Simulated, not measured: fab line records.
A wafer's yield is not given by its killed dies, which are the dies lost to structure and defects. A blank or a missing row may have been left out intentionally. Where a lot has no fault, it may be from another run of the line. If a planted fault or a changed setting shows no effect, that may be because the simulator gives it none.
fab line records	flow n5Finfet
record: lots: 9	wafers: 27	lastDay: 16
route steps=1938 shown FIN_SAQP@136 FIN_CUT@160 BEOL_M4@1111 PASSIVATION@1936
lots untouched by any fault: they come from a run of this same line in which no faults occurred
startH: hours from the record's first day to the start of the lot's first wafer shown	waitH: hours since the lot's step before	" as in the row above	L1.1+2: a row that stands for several wafers	- no value, or no start was given	* or withheld: withheld	< > ~ a bound
route shown NAME@n: NAME is a module with steps in the file, n the number in the route of the first one	usual: mean/standard deviation of fault-free wafers	same: alike in all rows	chamber/n: place in a boat	sites: per-site readings	_std_site: standard deviation of those values	_edge_site: the outer-site mean with the inner-site mean subtracted	radiusMm: for every site, how far away it sits from the centre of the wafer	mask NAME#n: copy n	behind: the tool/chamber that last shaped the wafer	hold: cause of the lot's hold/its duration in hours/its outcome	device: names the non-switching transistor (n, p or np)	end of line: the same wafers' tests at the end of the route	a step with no rows: only its recipe	killed: the dies lost at the first sort to structure and to defects; this is not the yield of the wafer	map: shows each die of a wafer: x if killed, . if not, _ if none is there
set.NAME: the run value of the setting; set.NAME@STEP: its run value at that earlier step	model.NAME: the simulator's own value behind a step, which no gauge read
one table for each step of the route and one row for each wafer, over a sample of lots
services: a tool's chamber out of use, with start hour (startH, from the record's first day; less than 0 if before it), hours out, and reason
== steps ==
step: N5_FIN_SAQP_STRIP_70
recipe: chemistry: N2/H2	powerW: 500	tempC: 40	pressureMtorr: 50	rfFrequencyHz: 6e+07	overashFraction: 0.3	biasPowerW: 28	h2Frac: 0.5	n2FlowSccm: 300	h2FlowSccm: 300
usual: drypumpMotorCurrentA: 5.6/0.62	oesProductAu: 0.78/0.089	rfVppV: 121.9/1.1	showerheadPlenumPTorr: 3.37/0.12	throttleValvePct: 18.7/0.33
same: overashFraction: 0.3
lot.wafer	tool	chamber	startH	waitH	drypumpMotorCurrentA	oesProductAu	rfHoursCounterH	rfVppV	showerheadPlenumPTorr	throttleValvePct
L987.2	rieDiel-05	3	24.66	0.0	5.4	0.73	190	121.8	3.35	18.9
L987.5	"	3	"	"	5.4	0.73	-	121.2	3.35	19.0
L987.6	"	2	"	"	5.6	0.87	-	122.2	3.41	18.6
L991.1	rieDiel-06	0	51.96	0.0	5.0	0.98	12	124.4	3.58	18.3
L991.5	"	3	"	"	6.6	0.73	-	122.7	3.46	18.9
L991.6	"	0	"	"	5.0	0.97	-	120.8	3.58	18.3
L993.3	rieDiel-05	2	61.10	0.0	5.6	0.84	64	120.7	3.40	18.6
L993.4	"	0	"	"	5.3	0.87	-	120.5	3.28	18.9
L993.6	"	1	"	"	4.9	0.71	-	121.7	3.31	18.4
L995.2	rieDiel-05	2	72.98	0.0	5.6	0.84	69	122.7	3.40	18.6
L995.3	"	0	"	"	5.3	0.85	63	121.1	3.28	18.9
L995.6	"	1	"	"	4.9	0.70	-	122.5	3.31	18.4
L998.1	rieDiel-05	1	91.43	0.0	4.9	0.68	237	122.0	3.31	18.5
L998.3	"	0	"	"	5.3	0.83	70	120.6	3.27	18.9
L998.4	"	2	"	"	5.6	0.83	74	121.8	3.40	18.7
L102.1	rieDiel-05	3	115.46	0.0	5.4	0.70	218	120.6	3.33	19.0
L102.4	"	2	"	"	5.6	0.82	83	120.5	3.39	18.7
L102.6	"	2	"	"	5.6	0.82	-	121.0	3.39	18.7
L103.2	rieDiel-06	1	121.40	0.0	5.1	0.67	233	122.1	3.31	18.7
L103.4	"	0	"	"	5.0	0.91	33	123.7	3.57	18.3
L103.5	"	2	"	"	6.5	0.70	-	120.0	3.18	19.3
L106.1	rieDiel-06	2	138.66	0.0	6.5	0.70	224	122.6	3.18	19.3
L106.2	"	3	"	"	6.6	0.71	202	122.4	3.44	18.9
L106.6	"	3	"	"	6.7	0.70	-	121.8	3.44	18.9
L108.1	rieDiel-06	0	151.40	0.0	5.0	0.90	44	122.8	3.56	18.4
L108.3	"	2	"	"	6.4	0.71	229	120.9	3.17	19.3
L108.4	"	1	"	"	5.1	0.67	244	122.4	3.31	18.7
step: N5_FIN_SAQP_HM_CD_35
recipe: targetCdNm: 8	polarity: line
usual: cdNm: 8.14/0.26
lot.wafer	tool	chamber	startH	waitH	cdNm
L987.2	cdSem-02	-	25.66	0.1	8.30
L987.5	"	-	"	"	8.15
L987.6	"	-	"	"	8.17
L991.1	cdSem-03	-	53.55	0.1	8.03
L991.5	"	-	"	"	8.22
L991.6	"	-	"	"	7.76
L993.3	cdSem-02	-	62.17	0.1	8.32
L993.4	"	-	"	"	8.22
L993.6	"	-	"	"	7.86
L995.2	cdSem-01	-	74.01	0.1	7.72
L995.3	"	-	"	"	7.80
L995.6	"	-	"	"	8.15
L998.1	cdSem-01	-	92.42	0.1	8.34
L998.3	"	-	"	"	8.00
L998.4	"	-	"	"	8.21
L102.1	cdSem-01	-	116.45	0.1	8.15
L102.4	"	-	"	"	8.10
L102.6	"	-	"	"	8.29
L103.2	cdSem-02	-	123.38	0.1	7.87
L103.4	"	-	"	"	8.59
L103.5	"	-	"	"	8.30
L106.1	cdSem-03	-	139.69	0.1	8.09
L106.2	"	-	"	"	8.11
L106.6	"	-	"	"	8.19
L108.1	cdSem-03	-	152.59	0.1	8.39
L108.3	"	-	"	"	8.29
L108.4	"	-	"	"	8.19
step: N5_FIN_SAQP_FIN_ETCH_36
recipe: chemistry: HBr/Cl2/O2	targetDepthA: 1200	maskMaterial: SiNx	timeS: 50.4	biasW: 102	pressureMtorr: 10	icpW: 800	HBr_flow_sccm: 150	Cl2_flow_sccm: 80	O2_flow_sccm: 12
usual: drypumpMotorCurrentA: 5.5/0.62	oesProductAu: 0.996/0.018	throttleValvePct: 36.09/0.27
lot.wafer	tool	chamber	startH	waitH	drypumpMotorCurrentA	oesProductAu	rfHoursCounterH	throttleValvePct
L987.2	rieSi-04	3	25.72	0.0	5.5	1.016	85	36.17
L987.5	"	0	"	"	5.8	1.008	-	35.86
L987.6	"	3	"	"	5.5	1.010	-	36.15
L991.1	rieSi-03	3	53.62	0.0	6.3	0.968	16	36.24
L991.5	"	1	"	"	4.8	1.014	-	36.13
L991.6	"	2	"	"	5.7	0.988	-	36.31
L993.3	rieSi-01	2	62.23	0.0	5.9	1.014	38	35.76
L993.4	"	0	"	"	5.8	1.016	1	35.80
L993.6	"	1	"	"	5.9	1.003	-	36.11
L995.2	rieSi-01	1	74.07	0.0	5.9	0.999	11	36.14
L995.3	"	2	"	"	5.9	1.017	38	35.74
L995.6	"	0	"	"	5.8	1.013	-	35.81
L998.1	rieSi-01	1	92.49	0.0	5.9	1.014	11	36.08
L998.3	"	3	"	"	6.6	1.004	6	35.75
L998.4	"	2	"	"	5.9	1.026	39	35.74
L102.1	rieSi-03	3	116.52	0.0	6.3	0.962	18	36.26
L102.4	"	1	"	"	4.8	1.007	91	36.14
L102.6	"	0	"	"	4.7	1.000	-	36.45
L103.2	rieSi-03	3	123.45	0.0	6.3	0.954	18	36.26
L103.4	"	1	"	"	4.8	1.007	91	36.16
L103.5	"	2	"	"	5.7	0.960	-	36.33
L106.1	rieSi-04	1	139.75	0.0	4.9	0.992	58	36.36
L106.2	"	3	"	"	5.5	0.990	87	36.19
L106.6	"	0	"	"	5.8	0.992	-	35.88
L108.1	rieSi-03	0	152.66	0.0	4.7	0.995	124	36.44
L108.3	"	3	"	"	6.3	0.979	18	36.23
L108.4	"	2	"	"	5.8	0.967	146	36.32
step: N5_FIN_CUT_EXPOSE_05
recipe: maskId: FIN_CUT	na: 0.33	sourceShape: annular	sigmaInner: 0.35	sigmaOuter: 0.8	polarization: unpolarized	doseMj: 45.75
usual: exposureDoseMJCm2: 45.72/0.045	focusOffsetNm: -0.1/0.56
lot.wafer	tool	chamber	startH	waitH	mask	exposureDoseMJCm2	focusOffsetNm
L987.2	euvScanner-01	0	26.28	-	FIN_CUT#0	45.74	-0.9
L987.5	"	0	"	"	FIN_CUT#0	45.70	-0.3
L987.6	"	0	"	"	FIN_CUT#0	45.64	-0.8
L991.1	euvScanner-01	0	54.21	-	FIN_CUT#0	45.73	-0.5
L991.5	"	0	"	"	FIN_CUT#0	45.66	-0.5
L991.6	"	0	"	"	FIN_CUT#0	45.70	-0.4
L993.3	euvScanner-02	0	62.79	-	FIN_CUT#0	45.74	0.2
L993.4	"	0	"	"	FIN_CUT#0	45.72	0.4
L993.6	"	0	"	"	FIN_CUT#0	45.67	0.2
L995.2	euvScanner-01	0	74.50	-	FIN_CUT#0	45.62	0.9
L995.3	"	0	"	"	FIN_CUT#0	45.69	1.4
L995.6	"	0	"	"	FIN_CUT#0	45.68	1.0
L998.1	euvScanner-02	0	93.04	-	FIN_CUT#0	45.74	0.1
L998.3	"	0	"	"	FIN_CUT#0	45.73	0.4
L998.4	"	0	"	"	FIN_CUT#0	45.78	-0.5
L102.1	euvScanner-01	0	117.06	-	FIN_CUT#0	45.74	-0.2
L102.4	"	0	"	"	FIN_CUT#0	45.70	0.3
L102.6	"	0	"	"	FIN_CUT#0	45.73	-0.2
L103.2	euvScanner-01	0	123.87	-	FIN_CUT#0	39.47	-0.3
L103.4	"	0	"	"	FIN_CUT#0	39.49	-0.6
L103.5	"	0	"	"	FIN_CUT#0	39.53	-0.5
L106.1	euvScanner-01	0	140.30	-	FIN_CUT#0	40.71	0.5
L106.2	"	0	"	"	FIN_CUT#0	40.81	-0.1
L106.6	"	0	"	"	FIN_CUT#0	40.73	-0.1
L108.1	euvScanner-01	0	153.24	-	FIN_CUT#0	41.75	0.2
L108.3	"	0	"	"	FIN_CUT#0	41.74	-0.5
L108.4	"	0	"	"	FIN_CUT#0	41.83	0.1
step: N5_FIN_CUT_CD_MEAS_08
recipe: targetCdNm: 29.1	landingEnergyEv: 500	detector: seInlens	polarity: opening
usual: cdNm: 29.12/0.21
lot.wafer	tool	chamber	startH	waitH	cdNm
L987.2	cdSem-01	0	26.40	-	28.92
L987.5	"	0	"	"	29.55
L987.6	"	0	"	"	28.90
L991.1	cdSem-03	0	54.34	-	29.39
L991.5	"	0	"	"	29.21
L991.6	"	0	"	"	29.60
L993.3	cdSem-01	0	62.92	-	28.94
L993.4	"	0	"	"	29.14
L993.6	"	0	"	"	29.24
L995.2	cdSem-01	0	74.63	-	29.11
L995.3	"	0	"	"	29.10
L995.6	"	0	"	"	29.03
L998.1	cdSem-01	0	93.17	-	29.13
L998.3	"	0	"	"	28.85
L998.4	"	0	"	"	29.39
L102.1	cdSem-03	0	117.20	-	29.40
L102.4	"	0	"	"	29.15
L102.6	"	0	"	"	29.59
L103.2	cdSem-01	0	124.00	-	26.53
L103.4	"	0	"	"	26.97
L103.5	"	0	"	"	27.02
L106.1	cdSem-03	0	140.43	-	27.31
L106.2	"	0	"	"	27.12
L106.6	"	0	"	"	27.06
L108.1	cdSem-02	0	153.38	-	27.83
L108.3	"	0	"	"	27.64
L108.4	"	0	"	"	27.76
step: N5_BEOL_M4_RC_MEAS_101
usual: DIBL_N: 36.5/1.4	DIBL_P: 36.6/1.9	IOFF_N: 0.167/0.029	IOFF_P: 0.21/0.033	ION_N: 674/12	ION_P: 460/8.9	SS_N: 71.6/0.57	SS_P: 73.4/0.61	VT_N: 249/3.3	VT_P: -250/3.3
lot.wafer	tool	chamber	startH	waitH	DIBL_N[mV/V]	DIBL_P[mV/V]	IOFF_N[nA/um]	IOFF_P[nA/um]	ION_N[uA/um]	ION_P[uA/um]	SS_N[mV/dec]	SS_P[mV/dec]	VT_N[mV]	VT_P[mV]
L987.2	prober-01	0	178.16	0.2	33.5	31.3	0.126	0.18	677	470	70.3	72.9	250	-249
L987.5	"	0	"	"	36.6	35.8	0.180	0.25	694	480	71.8	73.1	245	-247
L987.6	"	0	"	"	33.2	31.9	0.119	0.18	671	460	70.9	72.5	252	-250
L991.1	prober-02	0	195.26	0.0	36.6	35.3	0.158	0.23	678	467	71.5	73.4	250	-248
L991.5	"	0	"	"	35.1	33.9	0.135	0.21	662	462	70.4	73.0	252	-248
L991.6	"	0	"	"	37.3	36.3	0.173	0.25	677	470	71.1	73.6	250	-244
L993.3	prober-01	0	204.07	0.3	37.1	38.5	0.212	0.25	682	468	72.3	73.9	246	-248
L993.4	"	0	"	"	35.5	35.8	0.180	0.21	694	470	72.4	72.8	246	-249
L993.6	"	0	"	"	35.7	36.4	0.170	0.21	678	462	72.6	73.1	248	-249
L995.2	prober-02	0	210.35	0.2	36.2	35.3	0.164	0.18	669	453	72.0	72.7	249	-253
L995.3	"	0	"	"	35.3	35.3	0.157	0.18	678	457	71.5	73.0	248	-253
L995.6	"	0	"	"	37.7	38.0	0.191	0.23	679	467	72.2	74.1	245	-249
L998.1	prober-01	0	233.39	0.0	37.6	37.8	0.174	0.24	669	461	71.9	73.7	250	-250
L998.3	"	0	"	"	36.9	38.0	0.172	0.26	694	477	71.3	73.5	248	-247
L998.4	"	0	"	"	36.2	36.3	0.153	0.22	684	468	71.9	73.2	249	-247
L102.1	prober-01	0	265.74	0.0	37.8	38.8	0.196	0.22	677	460	71.7	73.6	245	-248
L102.4	"	0	"	"	36.9	37.7	0.180	0.21	685	464	71.3	73.5	247	-250
L102.6	"	0	"	"	35.8	36.3	0.148	0.19	670	461	71.3	73.9	249	-252
L103.2	prober-01	0	268.55	0.2	36.4	35.7	0.127	0.16	656	444	71.0	72.9	255	-257
L103.4	"	0	"	"	40.3	39.6	0.217	0.22	674	453	72.3	74.0	245	-252
L103.5	"	0	"	"	36.8	35.8	0.137	0.16	656	449	71.5	73.3	252	-258
L106.1	prober-02	0	286.76	0.0	35.4	35.2	0.142	0.17	675	463	71.0	72.1	249	-251
L106.2	"	0	"	"	36.2	34.6	0.146	0.16	669	446	71.2	73.0	252	-256
L106.6	"	0	"	"	35.8	35.9	0.151	0.18	684	466	71.3	73.0	252	-254
L108.1	prober-02	0	295.18	0.0	34.0	34.6	0.139	0.20	679	465	71.0	72.8	250	-249
L108.3	"	0	"	"	36.4	37.1	0.179	0.24	669	466	72.0	73.6	247	-243
L108.4	"	0	"	"	36.2	37.3	0.174	0.25	674	467	71.8	73.0	248	-245
step: N5_PASSIVATION_PROBE_49
usual: defectLimitedYield: 91.2/1.6	killed_at_M0_to_M3: 34/11	killed_at_M4_up: 14/5.7	killedAtContacts: 14/6.6	killedAtFrontEnd: 37/10	killedAtOther: 4/3.2	killedDies: 104/19	killedOpen: 69/13	killedShort: 33/8.7	sort_bin_5_function: 5.1/1	sort_bin_6_memory: 3.3/0.76	sort_bin_8_speed: 0.00/0.016	sortNPass: 1076/19	sortYieldPct: 91.2/1.6
same: grossDies: 1180	killedAtBackSide: 0	sort_bin_4_leakage[%]: 0
lot.wafer	tool	chamber	startH	waitH	defectLimitedYield[%]	killed_at_M0_to_M3	killed_at_M4_up	killedAtContacts	killedAtFrontEnd	killedAtOther	killedDies	killedOpen	killedShort	sort_bin_5_function[%]	sort_bin_6_memory[%]	sort_bin_8_speed[%]	sortNPass	sortYieldPct[%]
L103.2	prober-02	-	373.98	0.1	92.8	20	7	13	44	1	85	50	33	4.0	3.1	0	1095	92.8
L103.4	prober-02	-	374.08	0.2	89.4	49	16	11	49	0	125	84	37	6.0	3.7	0	1055	89.4
L103.5	prober-02	-	374.13	0.2	90.4	36	13	8	52	4	113	79	31	6.4	2.9	0	1067	90.4
L106.2	prober-01	-	390.06	0.1	89.6	40	15	29	39	0	123	76	45	6.3	3.7	0	1057	89.6
killed by level:class
L103.2 DUMMY_GATE:geometricParticle:open=10 MOL_CONTACT_COAG:geometricParticle:open=10 FIN_SAQP:geometricParticle:short=8 FIN_SAQP:geometricParticle:open=6 BEOL_M2:geometricParticle:open=6 BEOL_M0_SAQP:geometricParticle:short=5 GATE_CUT:geometricParticle:short=4 BEOL_M0_SAQP:geometricParticle:open=4
L103.4 FIN_SAQP:geometricParticle:open=18 BEOL_M1:geometricParticle:open=12 BEOL_M0_SAQP:geometricParticle:open=10 BEOL_M0_SAQP:geometricParticle:short=9 MOL_CONTACT_COAG:geometricParticle:open=8 BEOL_M0:geometricParticle:open=6 STI_FIN_REVEAL:geometricParticle:open=6 GATE_CUT:geometricParticle:short=5
L103.5 FIN_SAQP:geometricParticle:open=10 STI_FIN_REVEAL:geometricParticle:open=10 FIN_SAQP:geometricParticle:short=8 BEOL_M0_SAQP:geometricParticle:open=7 BEOL_M0:geometricParticle:open=7 DUMMY_GATE:geometricParticle:open=6 MOL_CONTACT_COAG:geometricParticle:open=6 BEOL_M0_SAQP:geometricParticle:short=6
L106.2 MOL_CONTACT_COAG:geometricParticle:open=22 STI_FIN_REVEAL:geometricParticle:open=11 BEOL_M0_SAQP:geometricParticle:short=9 MOL_CONTACT_COAG:geometricParticle:short=7 BEOL_M3:geometricParticle:open=7 BEOL_M4:geometricParticle:open=7 BEOL_M1:geometricParticle:short=5 BEOL_M5:geometricParticle:open=5
== services ==
tool	chamber	startH	hours	kind
euvScanner-02	-	7.63	5.8	pm
rieSi-04	2	11.20	4.0	repair
euvScanner-02	-	15.10	1.0	pm
euvScanner-01	-	18.14	1.5	repair
rieDiel-05	0	20.51	15.5	repair
rieSi-01	2	21.23	1.0	repair
rieSi-04	2	23.34	3.4	repair
euvScanner-02	-	23.79	4.6	pm
euvScanner-01	-	48.78	1.0	pm
rieDiel-05	3	54.01	8.8	repair
euvScanner-02	-	71.28	1.0	pm
euvScanner-02	-	76.71	12.0	pm
rieDiel-06	0	79.05	8.7	repair
euvScanner-01	-	104.93	1.0	pm
rieSi-04	2	123.18	11.6	repair
euvScanner-02	-	127.40	1.0	pm
rieDiel-05	1	129.72	-	clean
rieDiel-05	1	129.72	-	consumableReplace:focusRing
rieDiel-05	1	129.72	12.8	scheduledDown
rieDiel-05	1	129.72	12.8	ventCycle
rieSi-03	3	134.26	7.4	repair
euvScanner-01	0	140.74	-	calibration
== key ==
firstSign: step: N5_FIN_CUT_EXPOSE_05	reading: exposureDoseMJCm2	direction: down	sigmas: 99+	usual: 45.72	struck: 40.67
effect: step: N5_FIN_CUT_CD_MEAS_08	reading: cdNm	direction: down	sigmas: 8.8	usual: 29.12	struck: 27.25	through: controlLoop
metAt N5_FIN_CUT_EXPOSE_05
struckLots L103,L106,L108
loopTrim: step: N5_FIN_CUT_EXPOSE_05	setting: dose	lots: L106,L108
notActingAt N5_FIN_SAQP_STRIP_70,N5_FIN_SAQP_HM_CD_35,N5_FIN_SAQP_FIN_ETCH_36
onsetBetween 117.06 123.87
fault: kind: processParameterDrift	tool: euvScanner-01	chamber: -	onsetH: 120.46	steps: N5_FIN_CUT_EXPOSE_05	channel: doseMj	offset: -6.2328	shape: step	actsIn: theseRecipesOnly	stated: 45.75
loopTrim: a control loop set the setting to another value than it would have without faults
